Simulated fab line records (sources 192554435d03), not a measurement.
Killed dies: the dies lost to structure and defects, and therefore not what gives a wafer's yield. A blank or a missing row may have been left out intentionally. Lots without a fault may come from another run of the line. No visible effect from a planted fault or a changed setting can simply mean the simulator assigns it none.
Which tool did it? || flow n5 finfet || 8 lots, 24 wafers sampled, at 6 steps of a route of 1938

## WHAT EACH GAUGE READ, for each wafer
N5_BEOL_M4_RC_MEAS_101.
{"lot": "L582", "measured": "day 8 14:56", "on": "prober-02", "DIBL_N (mV/V)": "35.3 35.4 36.0"}
{"lot": "L587", "measured": "day 10 00:45", "on": "prober-02", "DIBL_N (mV/V)": "33.8 35.1 34.4"}
{"lot": "L589", "measured": "day 10 18:28", "on": "prober-02", "DIBL_N (mV/V)": "33.1 35.3 33.2"}
{"lot": "L592", "measured": "day 11 05:29", "on": "prober-02", "DIBL_N (mV/V)": "36.2 35.2 37.1"}
{"lot": "L595", "measured": "day 12 10:29", "on": "prober-02", "DIBL_N (mV/V)": "35.5 36.6 37.5"}
{"lot": "L599", "measured": "day 12 22:56", "on": "prober-01", "DIBL_N (mV/V)": "36.6 36.3 35.4"}
{"lot": "L600", "measured": "day 12 22:28", "on": "prober-02", "DIBL_N (mV/V)": "39.1 38.5 37.6"}
{"lot": "L602", "measured": "day 13 18:04", "on": "prober-01", "DIBL_N (mV/V)": "35.9 37.2 34.9"}

## WHAT TOOL EACH LOT RAN ON (gives the tool, then ch and the chambers of the sampled wafers, and finally the start)
{"lot": "L582", "N5_SD_EPI_N_ETCH_16": "rie diel-06 ch 0,2, day 3 14:47", "N5_SD_EPI_P_COAT_35": "litho track-03 ch 0, day 3 18:10", "N5_SD_EPI_P_ETCH_36": "rie diel-03 ch 0,1,2, day 3 18:40", "N5_SD_EPI_P_ETCHBACK_46": "rie diel-03 ch 0,1,2, day 3 19:02", "N5_SD_EPI_P_ETCH_16": "rie diel-03 ch 0,1,2, day 3 19:14"}
{"lot": "L587", "N5_SD_EPI_N_ETCH_16": "rie diel-02 ch 0,1,3, day 4 22:07", "N5_SD_EPI_P_COAT_35": "litho track-03 ch 0, day 5 02:17", "N5_SD_EPI_P_ETCH_36": "rie diel-01 ch 1,2,3, day 5 02:38", "N5_SD_EPI_P_ETCHBACK_46": "rie diel-01 ch 1,2,3, day 5 03:01", "N5_SD_EPI_P_ETCH_16": "rie diel-01 ch 1,2,3, day 5 03:13"}
{"lot": "L589", "N5_SD_EPI_N_ETCH_16": "rie diel-05 ch 1,2,3, day 5 10:49", "N5_SD_EPI_P_COAT_35": "litho track-03 ch 0, day 5 14:54", "N5_SD_EPI_P_ETCH_36": "rie diel-03 ch 0,3, day 5 15:16", "N5_SD_EPI_P_ETCHBACK_46": "rie diel-03 ch 0,3, day 5 15:38", "N5_SD_EPI_P_ETCH_16": "rie diel-03 ch 0,3, day 5 15:50"}
{"lot": "L592", "N5_SD_EPI_N_ETCH_16": "rie diel-05 ch 0,1,3, day 6 05:40", "N5_SD_EPI_P_COAT_35": "litho track-03 ch 0, day 6 09:02", "N5_SD_EPI_P_ETCH_36": "rie diel-04 ch 0,1,3, day 6 09:37", "N5_SD_EPI_P_ETCHBACK_46": "rie diel-04 ch 0,1,3, day 6 10:01", "N5_SD_EPI_P_ETCH_16": "rie diel-04 ch 0,1,3, day 6 10:13"}
{"lot": "L595", "N5_SD_EPI_N_ETCH_16": "rie diel-06 ch 0,1,3, day 6 19:35", "N5_SD_EPI_P_COAT_35": "litho track-01 ch 0, day 6 23:29", "N5_SD_EPI_P_ETCH_36": "rie diel-04 ch 0,1, day 7 00:32", "N5_SD_EPI_P_ETCHBACK_46": "rie diel-04 ch 0,1, day 7 00:55", "N5_SD_EPI_P_ETCH_16": "rie diel-04 ch 0,1, day 7 01:07"}
{"lot": "L599", "N5_SD_EPI_N_ETCH_16": "rie diel-06 ch 1,2,3, day 8 00:35", "N5_SD_EPI_P_COAT_35": "litho track-04 ch 0, day 8 03:58", "N5_SD_EPI_P_ETCH_36": "rie diel-03 ch 1,2,3, day 8 04:28", "N5_SD_EPI_P_ETCHBACK_46": "rie diel-03 ch 1,2,3, day 8 04:51", "N5_SD_EPI_P_ETCH_16": "rie diel-03 ch 1,2,3, day 8 05:03"}
{"lot": "L600", "N5_SD_EPI_N_ETCH_16": "rie diel-02 ch 0,1,2, day 8 01:34", "N5_SD_EPI_P_COAT_35": "litho track-01 ch 0, day 8 04:57", "N5_SD_EPI_P_ETCH_36": "rie diel-01 ch 0,1,3, day 8 05:26", "N5_SD_EPI_P_ETCHBACK_46": "rie diel-01 ch 0,1,3, day 8 05:49", "N5_SD_EPI_P_ETCH_16": "rie diel-01 ch 0,1,3, day 8 06:01"}
{"lot": "L602", "N5_SD_EPI_N_ETCH_16": "rie diel-02 ch 0,1, day 8 13:31", "N5_SD_EPI_P_COAT_35": "litho track-04 ch 0, day 8 16:55", "N5_SD_EPI_P_ETCH_36": "rie diel-04 ch 0,2, day 8 17:36", "N5_SD_EPI_P_ETCHBACK_46": "rie diel-04 ch 0,2, day 8 17:59", "N5_SD_EPI_P_ETCH_16": "rie diel-04 ch 0,2, day 8 18:11"}
- N5_SD_EPI_N_ETCH_16: etches SiO2 in CHF3/O2, target depth 5 nm.
- N5_SD_EPI_P_COAT_35: time 60 s, resist thk 35 nm.
- N5_SD_EPI_P_ETCH_36: etches SiARC in CF4, target depth 45.5 nm, time 75.8 s.
- N5_SD_EPI_P_ETCHBACK_46: etches SiNx in CH3F/O2, stops on SiO2, target depth 17.5 nm.
- N5_SD_EPI_P_ETCH_16: etches SiO2 in CHF3/O2, target depth 5 nm.

## THE ANSWER, worked out from the rows above alone
Rule: the usual values come from the lots themselves. Put in order of their means at a reading, lots are off if they are a third of the lots or fewer, leave a main group of 4 or more, and stand apart from it by a gap of 3 or more times the standard deviation of the main group's means; of several such gaps the widest counts. The tables above print the reading to a certain number of digits; a main group whose means all agree to those digits is not used. Also off: a lot with no number at a reading for which 4 or more lots have one. Any other lot the step has rows for is counted as sound.
Nothing can be told from this: no lot is off at any reading shown.

## WHAT THE SIMULATOR HAD INSERTED
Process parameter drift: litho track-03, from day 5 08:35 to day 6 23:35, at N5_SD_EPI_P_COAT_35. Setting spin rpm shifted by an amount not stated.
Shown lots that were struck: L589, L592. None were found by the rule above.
